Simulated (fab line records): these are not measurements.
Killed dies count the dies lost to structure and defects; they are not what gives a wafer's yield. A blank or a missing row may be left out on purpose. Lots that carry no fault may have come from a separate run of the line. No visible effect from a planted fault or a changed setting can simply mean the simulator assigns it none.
Chamber matching -- flow n5_finfet -- N5_BEOL_M3_DEP_57 on pecvd-02 has 3 sister chambers
The step deposits SiCN from 3MS/NH3, target thk 8 nm, time 14 s. 18 wafers are shown with their chamber, then 9 later ones without.

WAFERS WITH THEIR CHAMBER
wafer,chamber,throttle_valve_pct (%),showerhead_plenum_p_Torr (Torr)
L074.2,0,9.3,3.672
L074.3,1,8.6,3.660
L074.6,0,9.0,3.676
L080.1,0,9.1,3.681
L080.3,1,8.6,3.677
L080.5,1,8.7,3.685
L079.2,1,8.3,3.682
L079.4,2,8.9,3.670
L079.5,1,8.9,3.688
L081.2,0,9.4,3.675
L081.3,2,9.0,3.653
L081.6,1,8.6,3.681
L082.3,0,9.3,3.682
L082.4,0,9.2,3.683
L082.5,2,9.0,3.666
L085.3,0,9.2,3.681
L085.4,1,8.8,3.681
L085.6,0,9.0,3.681

SIGNATURES (averages over the wafers above)
reading,chamber 0,chamber 1,chamber 2,scatter within a chamber
throttle_valve_pct,9.188,8.643,8.967,0.158
showerhead_plenum_p_Torr,3.67888,3.67914,3.66300,0.00715
Rule: a wafer's distance from a chamber is the root of the sum, over the readings, of the square of ((its reading less the chamber's mean) divided by the reading's scatter). If the next closest chamber is less than 2 further off than the closest, the wafer can't be placed; otherwise it belongs to the closest. How the scatter is found: for the shown wafers, subtract from each reading the mean of its chamber, square and add these, divide the total by (wafers less chambers), then take the root.

WAFERS WHOSE CHAMBER IS MISSING
wafer,throttle_valve_pct (%),showerhead_plenum_p_Torr (Torr)
L095.2,9.0,3.662
L095.4,8.4,3.675
L095.6,9.5,3.682
L096.1,9.4,3.684
L096.5,8.6,3.678
L096.6,9.5,3.680
L097.1,9.0,3.665
L097.3,9.4,3.685
L097.5,8.9,3.663

THE CHAMBER EACH PASSED THROUGH
wafer,from the rows above,in truth
L095.2,2,2
L095.4,1,1
L095.6,0,0
L096.1,0,0
L096.5,1,1
L096.6,0,0
L097.1,can't be placed: 2 or 0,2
L097.3,0,0
L097.5,2,2
Correct placement for 8 of the 9. Not placeable from these rows: 1 (in 1, the candidates include the true chamber). Placed wrongly: 0.
